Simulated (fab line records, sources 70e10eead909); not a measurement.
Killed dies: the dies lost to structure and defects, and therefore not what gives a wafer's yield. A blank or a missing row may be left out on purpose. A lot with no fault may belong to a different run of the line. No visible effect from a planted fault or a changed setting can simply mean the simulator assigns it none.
Chamber matching | flow nand_harc | NHARC_A_CHANNEL_FILL_D2_ETCHBACK_19 on rie_si-03 has 4 sister chambers
The step etches the open film in HBr/Cl2, target depth 5 nm, time 1.7 s. 14 wafers are shown with their chamber, then 7 later ones without.

== WAFERS PAIRED WITH THEIR CHAMBERS ==
wafer  | chamber | drypump_motor_current_A (A) | oes_product_au (a.u.) | rf_fwd_power_W (W)
L976.1 | 0       | 6.5                         | 0.988                 | 389.3
L976.4 | 2       | 5.1                         | 1.011                 | 390.1
L976.6 | 2       | 5.1                         | 1.019                 | 390.4
L979.2 | 2       | 5.1                         | 0.996                 | 388.6
L979.3 | 1       | 5.6                         | 0.996                 | 389.5
L979.6 | 2       | 5.0                         | 0.995                 | 391.1
L985.1 | 3       | 4.8                         | 0.993                 | 390.9
L985.2 | 0       | 6.6                         | 0.979                 | 389.5
L985.4 | 2       | 5.1                         | 1.011                 | 390.2
L987.1 | 1       | 5.6                         | 1.015                 | 390.1
L987.2 | 2       | 5.1                         | 1.008                 | 389.5
L987.3 | 0       | 6.5                         | 0.979                 | 391.2
L990.3 | 0       | 6.5                         | 0.978                 | 389.7
L990.4 | 1       | 5.6                         | 0.995                 | 390.1

SIGNATURES (means of the wafers above)
reading                 | chamber 0 | chamber 1 | chamber 2 | chamber 3 | scatter within a chamber
drypump_motor_current_A | 6.525     | 5.600     | 5.083     | 4.800     | 0.0398
oes_product_au          | 0.98100   | 1.00200   | 1.00667   | 0.99300   | 0.00873
rf_fwd_power_W          | 389.925   | 389.900   | 389.983   | 390.900   | 0.782
Rule: distance of a wafer from a chamber = root of the sum over the readings of ((wafer's reading minus chamber's mean) / reading's scatter) squared. The wafer belongs to the nearest chamber; if the next one is less than 2 further off, it can't be placed. How the scatter is found: for the shown wafers, subtract from each reading the mean of its chamber, square and add these, divide the total by (wafers less chambers), then take the root.

== WAFERS WITHOUT THEIR CHAMBER ==
wafer  | drypump_motor_current_A (A) | oes_product_au (a.u.) | rf_fwd_power_W (W)
L990.6 | 5.6                         | 0.996                 | 389.6
L989.1 | 5.6                         | 1.007                 | 388.4
L989.2 | 4.8                         | 1.002                 | 389.6
L989.6 | 6.5                         | 0.977                 | 391.0
L999.1 | 4.8                         | 0.998                 | 390.1
L999.2 | 5.1                         | 1.019                 | 389.3
L999.3 | 6.5                         | 0.977                 | 389.1

== CHAMBER TAKEN BY EACH ==
wafer  | from the rows above | in truth
L990.6 | 1                   | 1
L989.1 | 1                   | 1
L989.2 | 3                   | 3
L989.6 | 0                   | 0
L999.1 | 3                   | 3
L999.2 | 2                   | 2
L999.3 | 0                   | 0
Placed correctly: 7 of 7. Left unplaced by these rows: 0. 0 placed wrongly.
